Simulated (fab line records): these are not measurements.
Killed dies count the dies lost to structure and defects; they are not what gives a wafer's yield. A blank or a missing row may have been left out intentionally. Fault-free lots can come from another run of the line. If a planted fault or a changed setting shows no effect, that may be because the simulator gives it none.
Matching of chambers :: flow nand_harc :: NHARC_A_STAIRCASE_DESCUM_219 on rie_diel-02 has 4 sister chambers
The step chemistry O2, time 3 s. 8 wafers are shown with their chamber, then 9 later ones without.

## EACH WAFER AND ITS CHAMBER
wafer: L074.4
chamber: 1
drypump_motor_current_A (A): 5.8
showerhead_plenum_p_Torr (Torr): 1.97

wafer: L081.3
chamber: 0
drypump_motor_current_A (A): 6.1
showerhead_plenum_p_Torr (Torr): 2.06

wafer: L081.4
chamber: 1
drypump_motor_current_A (A): 5.9
showerhead_plenum_p_Torr (Torr): 1.96

wafer: L084.4
chamber: 2
drypump_motor_current_A (A): 6.5
showerhead_plenum_p_Torr (Torr): 2.05

wafer: L084.5
chamber: 0
drypump_motor_current_A (A): 6.1
showerhead_plenum_p_Torr (Torr): 2.05

wafer: L085.2
chamber: 3
drypump_motor_current_A (A): 5.5
showerhead_plenum_p_Torr (Torr): 1.84

wafer: L085.5
chamber: 2
drypump_motor_current_A (A): 6.5
showerhead_plenum_p_Torr (Torr): 2.05

wafer: L085.6
chamber: 3
drypump_motor_current_A (A): 5.5
showerhead_plenum_p_Torr (Torr): 1.84

## WAFERS MISSING THEIR CHAMBER
wafer: L089.2
drypump_motor_current_A (A): 5.8
showerhead_plenum_p_Torr (Torr): 1.96

wafer: L089.5
drypump_motor_current_A (A): 5.8
showerhead_plenum_p_Torr (Torr): 1.96

wafer: L089.6
drypump_motor_current_A (A): 6.1
showerhead_plenum_p_Torr (Torr): 2.05

wafer: L091.1
drypump_motor_current_A (A): 6.5
showerhead_plenum_p_Torr (Torr): 2.04

wafer: L091.3
drypump_motor_current_A (A): 5.5
showerhead_plenum_p_Torr (Torr): 1.83

wafer: L091.4
drypump_motor_current_A (A): 5.8
showerhead_plenum_p_Torr (Torr): 1.95

wafer: L092.1
drypump_motor_current_A (A): 6.1
showerhead_plenum_p_Torr (Torr): 2.04

wafer: L092.4
drypump_motor_current_A (A): 5.5
showerhead_plenum_p_Torr (Torr): 1.83

wafer: L092.5
drypump_motor_current_A (A): 6.5
showerhead_plenum_p_Torr (Torr): 2.04

## WHICH CHAMBER EACH ONE RAN IN
wafer: L089.2
from the rows above: 1
in truth: 1

wafer: L089.5
from the rows above: 1
in truth: 1

wafer: L089.6
from the rows above: 0
in truth: 0

wafer: L091.1
from the rows above: 2
in truth: 2

wafer: L091.3
from the rows above: 3
in truth: 3

wafer: L091.4
from the rows above: 1
in truth: 1

wafer: L092.1
from the rows above: 0
in truth: 0

wafer: L092.4
from the rows above: 3
in truth: 3

wafer: L092.5
from the rows above: 2
in truth: 2
9 of 9 placed correctly. Number that these rows cannot place: 0. Wrongly placed: 0.
How it was worked out, from the rows above alone: a wafer's distance from a chamber is the root of the sum, over the readings, of the square of ((its reading less the chamber's mean) divided by the reading's scatter). The wafer belongs to the nearest chamber; if the next one is less than 2 further off, it can't be placed. The mean given for a chamber averages the wafers shown for that chamber. How the scatter is found: for the shown wafers, subtract from each reading the mean of its chamber, square and add these, divide the total by (wafers less chambers), then take the root.
